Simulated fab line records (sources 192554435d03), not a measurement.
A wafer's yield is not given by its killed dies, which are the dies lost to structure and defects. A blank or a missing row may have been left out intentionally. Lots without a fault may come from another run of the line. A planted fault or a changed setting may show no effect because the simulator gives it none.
Split-lot study	flow n5 finfet	7 lots, 21 wafers read, on a route of 1938 steps

## ABOUT THE SPLIT
At N5_DUMMY_GATE_ETCH_32 (etches SiO2 in CF4, target depth 3.5 nm, time 3.9 s), the setting time s was moved away from the recipe's 3.9 s on 8 of the 21 wafers read, by -18.3% to +18.2%. This setting was run at the recipe's value on the other wafers.

Reading taken at the split's own step.

## THE READING
etch.depth nm (the simulator's own value, which no gauge read), in nm, at N5_DUMMY_GATE_ETCH_32 (etches SiO2 in CF4, target depth 3.5 nm, time 3.9 s). No usual value for it is given in the file. Across the 13 wafers here that went through the recipe, the average is 3.462 nm and the standard deviation 0.081 nm.

wafer	tool, chamber at the split	time s as run, s	against the recipe	etch.depth nm, nm	against lot-mates on the recipe
L078.1	rie si-01, 0	3.9	recipe	3.576	-
L078.5	rie si-01, 1	3.9	recipe	3.486	-
L078.6	rie si-01, 0	3.9	recipe	3.584	-
L079.1	rie si-06, 3	3.9	recipe	3.465	-
L079.3	rie si-06, 0	3.9	recipe	3.413	-
L079.5	rie si-06, 1	3.9	recipe	3.372	-
L085.1	rie si-06, 2	3.29	-15.6%	2.977	-0.407
L085.5	rie si-06, 0	3.29	-15.6%	2.875	-0.509
L085.6	rie si-06, 1	3.9	recipe	3.384	-
L087.1	rie si-06, 1	3.673	-5.8%	3.152	-0.271
L087.5	rie si-06, 3	3.9	recipe	3.423	-
L087.6	rie si-06, 1	3.673	-5.8%	3.135	-0.288
L090.2	rie si-01, 3	3.9	recipe	3.577	-
L090.4	rie si-01, 2	4.611	+18.2%	4.135	+0.558
L090.5	rie si-01, 2	4.611	+18.2%	4.167	+0.590
L092.2	rie si-02, 0	3.9	recipe	3.475	-
L092.5	rie si-02, 0	3.9	recipe	3.487	-
L092.6	rie si-02, 3	3.9	recipe	3.454	-
L096.1	rie si-06, 0	3.187	-18.3%	2.734	-0.570
L096.3	rie si-06, 1	3.9	recipe	3.304	-
L096.4	rie si-06, 2	3.187	-18.3%	2.88	-0.424

FIT RESULTS
A straight line over all 21 wafers: etch.depth nm changes by +0.0367 nm for each +1% of time s; r = +0.97; the points scatter about the line by 0.082 nm.
The same after taking each lot's own level away (the mean of its wafers on the recipe; 21 wafers): +0.03 nm for each +1%; r = +0.98; scatter 0.054 nm.
According to that fit, moving time s by its largest amount changes the reading by 0.55 nm.
The span of the lots' own levels, 3.3040 to 3.5770 nm, comes to 3.4 times the standard deviation stated above.
In other words, the slope is changed by the lot-to-lot level; the two fits disagree.
Check: for one of the wafers moved furthest among these (-18.3%), held out of the fit, the line's prediction against its lot-mates is -0.544 nm. Against them it came out at -0.57 nm.

## ADDITIONAL SPLITS CARRIED BY THESE WAFERS
Note: prior to the reading, these wafers also went through further splits. Each is held against what the fit with the lots' levels taken away leaves over:
other split on the same wafers	wafers away from the commonest value	r with etch.depth nm (lot level and that fit taken away)
N5_WELL_APT_PEB_06 peb time s	7	+0.05
N5_WELL_APT_DEVELOP_07 develop time s	6	-0.06

## THE FILE'S OWN FIT
etch.depth nm changes by +0.03 nm for each +1% of time s, r = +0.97.
